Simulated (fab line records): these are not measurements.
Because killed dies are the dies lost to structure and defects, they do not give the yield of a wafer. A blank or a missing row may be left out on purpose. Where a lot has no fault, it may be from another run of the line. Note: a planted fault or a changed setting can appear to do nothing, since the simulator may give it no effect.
Struck lot and sound lot, side by side    flow nandHarc    15 out of 1302 route steps
Sound: the wafers L496.4, L496.5, L496.6. Wafers struck: L491.1, L491.5, L491.6. The cause is given at the end.
At each step with rows: each side's tool, then ch and its chambers, then its first start. Under that, the readings that differ: sound wafers    struck wafers    difference of the means    sigmas: that difference in standard deviations of wafers without a fault.
alike: readings with means less than 2 such deviations apart, plus words and numbers identical on both sides. not compared: withheld readings, readings lacking a value on some wafer, bounds such as >300 that could conceal the same value, and numbers that have no deviation in the record and whose values overlap.
A row with sigmas, a row that says differs or no value, or rows on one side alone: a step with any of these is where the two part. Numbers that have no deviation but don't overlap get no sigmas and don't part them. A reading that every wafer of one side lacks parts them only if that side has two wafers or more.

NHARC_A_CHANNEL_HOLE_D1_ETCH_44: etches the open film in CF4/O2, target depth 140 nm, overetch 14 nm, time 77 s.
  sound on rieDiel-07 ch 1,2,3, day 15 10:04; struck on rieDiel-12 ch 2,3, day 13 05:36
  alike: drypumpMotorCurrentA, oes_f_703_au, oesProductAu, rfVppV, showerheadPlenumPTorr, throttleValvePct
  not compared: rfHoursCounterH
NHARC_A_CHANNEL_HOLE_D1_STRIP_27: strips in O2.
  sound: rieDiel-07 ch 0,1; struck: rieDiel-12 ch 0,3
reading                       sound           struck          difference  sigmas
showerheadPlenumPTorr (Torr)  3.57 3.63 3.57  3.50 3.34 3.50  -0.14       -2
  alike: drypumpMotorCurrentA, oesProductAu, rfVppV, throttleValvePct
  not compared: rfHoursCounterH
then, 2 steps without rows for these wafers: NHARC_A_CHANNEL_HOLE_D1_PRECLEAN_28 (cleans in SC1); NHARC_A_CHANNEL_HOLE_D1_SRD_29.
NHARC_A_CHANNEL_HOLE_D1_CD_MEAS_30:
  sound on cdSem-03 at day 15 10:51; struck on cdSem-01 at day 13 06:24
  alike: cdNm
NHARC_A_CHANNEL_HOLE_D1_XSEM_31:
  sound on xsem-01 ch 0, day 15 10:56; struck on xsem-02 ch 0, day 13 06:29
  alike: botCdNm, bowNm, tiltDeg
NHARC_A_CHANNEL_HOLE_D1_INSPECT_40:
  sound on defectInspect-02 at day 15 11:02; struck on defectInspect-01 at day 13 06:35
  alike: rawDefectCount
then, 2 steps without rows for these wafers: NHARC_A_CHANNEL_FILL_D1_PRECLEAN_00 (cleans in SC1); NHARC_A_CHANNEL_FILL_D1_SRD_01.
NHARC_A_CHANNEL_FILL_D1_ALD_02: deposits SiO2, target thk 6 nm, pulse time 10 s, ald cycles 60.
  sound on aldHk-03 ch 0,1,3, day 15 11:22; struck on aldHk-02 ch 1,2,3, day 13 07:00
  alike: aldCycles, heaterPowerW, precursorPulseHeightRel
then, 2 steps without rows for these wafers: NHARC_A_CHANNEL_FILL_D1_ALD_03 (deposits SiNx, target thk 6 nm, pulse time 60 s, ald cycles 58); NHARC_A_CHANNEL_FILL_D1_ALD_14 (deposits SiO2, target thk 2.5 nm, pulse time 10 s, ald cycles 25).
NHARC_A_CHANNEL_FILL_D1_ALD_15: deposits SiNx, target thk 2 nm, pulse time 60 s, ald cycles 19.
  sound on aldSinBatch-02 ch 0, day 15 22:04; struck on aldSinBatch-01 ch 0, day 13 16:57
reading    sound     struck    difference  sigmas
aldCycles  19 19 19  17 17 17  -2          
  alike: precursorPulseHeightRel
NHARC_A_CHANNEL_FILL_D1_ALD_16: deposits SiO2, target thk 1.5 nm, pulse time 10 s, ald cycles 15.
  sound on aldHk-04 ch 0,2,3, day 16 00:15; struck on aldHk-04 ch 0,1,3, day 13 19:04
  alike: aldCycles, heaterPowerW, precursorPulseHeightRel
then, 1 step without rows for these wafers: NHARC_END_SORT_01.

WHERE THEY PART
Only at NHARC_A_CHANNEL_HOLE_D1_STRIP_27, as far as this record shows. Later steps at which nothing parts them and some readings are alike: NHARC_A_CHANNEL_HOLE_D1_CD_MEAS_30, NHARC_A_CHANNEL_HOLE_D1_XSEM_31, NHARC_A_CHANNEL_HOLE_D1_INSPECT_40, NHARC_A_CHANNEL_FILL_D1_ALD_02, NHARC_A_CHANNEL_FILL_D1_ALD_15, NHARC_A_CHANNEL_FILL_D1_ALD_16.

WHY: what had been put in by the simulator
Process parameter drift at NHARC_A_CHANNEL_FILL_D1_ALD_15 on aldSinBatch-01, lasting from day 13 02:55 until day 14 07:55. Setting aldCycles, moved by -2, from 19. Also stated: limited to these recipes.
